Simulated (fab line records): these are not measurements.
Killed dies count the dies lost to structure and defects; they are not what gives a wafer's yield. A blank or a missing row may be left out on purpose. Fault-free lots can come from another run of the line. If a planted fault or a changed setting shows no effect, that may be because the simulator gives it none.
Split-lot experiment    flow n5_finfet    7 lots, 21 wafers read, on a route of 1938 steps

== ABOUT THE SPLIT ==
At N5_BEOL_M0_SAQP_SPACER2_ALD_26 (deposits SiO2, target thk 15 nm, pulse time 1 s, purge time 2 s), the setting target_thk_a was moved away from the recipe's 150 angstrom on 6 of the 21 wafers read, by -10.5% to +11.2%. This setting was run at the recipe's value on the other wafers.

The reading comes from the split's own step.

== THE READING ==
SiO2_of_BEOL_M0_SAQP_SPACER2_ALD_26.thk_nm (the simulator's own value, which no gauge read), in nm, at N5_BEOL_M0_SAQP_SPACER2_ALD_26 (deposits SiO2, target thk 15 nm, pulse time 1 s, purge time 2 s). There is no usual value for it anywhere in the file. Across the 15 wafers here that went through the recipe, the average is 15.0 nm and the standard deviation 0.088 nm.

wafer   tool, chamber at the split  target_thk_a as run, angstrom  against the recipe  SiO2_of_BEOL_M0_SAQP_SPACER2_ALD_26.thk_nm, nm  against lot-mates on the recipe
L079.2  ald_sin-04, 3               166.8                          +11.2%              16.8                                            +1.8
L079.4  ald_sin-04, 1               166.8                          +11.2%              16.6                                            +1.6
L079.5  ald_sin-04, 1               150                            recipe              15                                              -
L083.1  ald_sin-03, 3               150                            recipe              15                                              -
L083.3  ald_sin-03, 2               134.2                          -10.5%              13.4                                            -1.5
L083.5  ald_sin-03, 3               150                            recipe              14.8                                            -
L084.4  ald_sin-02, 2,3,1           150                            recipe              15                                              -
L084.5  ald_sin-02, 2,3,1           150                            recipe              15                                              -
L084.6  ald_sin-02, 2,3,1           150                            recipe              15                                              -
L088.4  ald_sin-02, 0               150                            recipe              15                                              -
L088.5  ald_sin-02, 2               155.8                          +3.9%               15.6                                            +0.5
L088.6  ald_sin-02, 3               150                            recipe              15.2                                            -
L093.2  ald_sin-04, 2,1             150                            recipe              15                                              -
L093.6  ald_sin-04, 2,1             150                            recipe              15                                              -
L093.5  ald_sin-04, 0               150                            recipe              14.8                                            -
L095.2  ald_sin-03, 1               150                            recipe              15                                              -
L095.4  ald_sin-03, 0,2             137.4                          -8.4%               13.8                                            -1.2
L095.6  ald_sin-03, 0,2             137.4                          -8.4%               13.8                                            -1.2
L097.1  ald_sin-03, 3,2,1           150                            recipe              15                                              -
L097.4  ald_sin-03, 3,2,1           150                            recipe              15                                              -
L097.6  ald_sin-03, 3,2,1           150                            recipe              15                                              -
Where a row lists several chambers, the file gives one row for several wafers and doesn't say which wafer went through which chamber.

THE FIT
A straight line over all 21 wafers: SiO2_of_BEOL_M0_SAQP_SPACER2_ALD_26.thk_nm changes by +0.149 nm for each +1% of target_thk_a; r = +0.99; the points scatter about the line by 0.088 nm.
The same after taking each lot's own level away (the mean of its wafers on the recipe; 21 wafers): +0.147 nm for each +1%; r = +1.00; scatter 0.073 nm.
On that fit, the largest move of target_thk_a shifts the reading by 1.6 nm.
From 14.90 to 15.10 nm: that is the span of the lots' own levels, equal to 2.3 times the standard deviation above.
The two slopes are in agreement: the lot-to-lot level therefore moves the slope only a little.
Check: with one of the wafers moved furthest among these (+11.2%) left out of the fit, the line predicts +1.59 nm for it against its lot-mates. Against them it came out at +1.8 nm.

== FURTHER SPLITS ON THESE WAFERS ==
Other splits were also applied to these wafers ahead of the reading. Each is held against what the fit with the lots' levels taken away leaves over:
other split on the same wafers         wafers away from the commonest value  r with SiO2_of_BEOL_M0_SAQP_SPACER2_ALD_26.thk_nm (lot level and that fit taken away)
N5_SDB_ALD_29 ald_cycles               5                                     +0.17
N5_HKMG_FIN_COAT_06 spin_rpm           9                                     +0.27
N5_HKMG_FIN_DEVELOP_11 develop_time_s  6                                     +0.03
N5_MOL_CONTACT_COAG_COAT_58 spin_rpm   3                                     -0.26
N5_MOL_CONTACT_COAG_PECVD_31 temp_c    4                                     +0.37
N5_BEOL_M0_SAQP_PECVD_97 time_s        5                                     -0.09
N5_BEOL_M0_SAQP_COAT_82 time_s         3                                     -0.25

== THE FILE'S OWN FIT ==
SiO2_of_BEOL_M0_SAQP_SPACER2_ALD_26.thk_nm changes by +0.146 nm for each +1% of target_thk_a, r = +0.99.
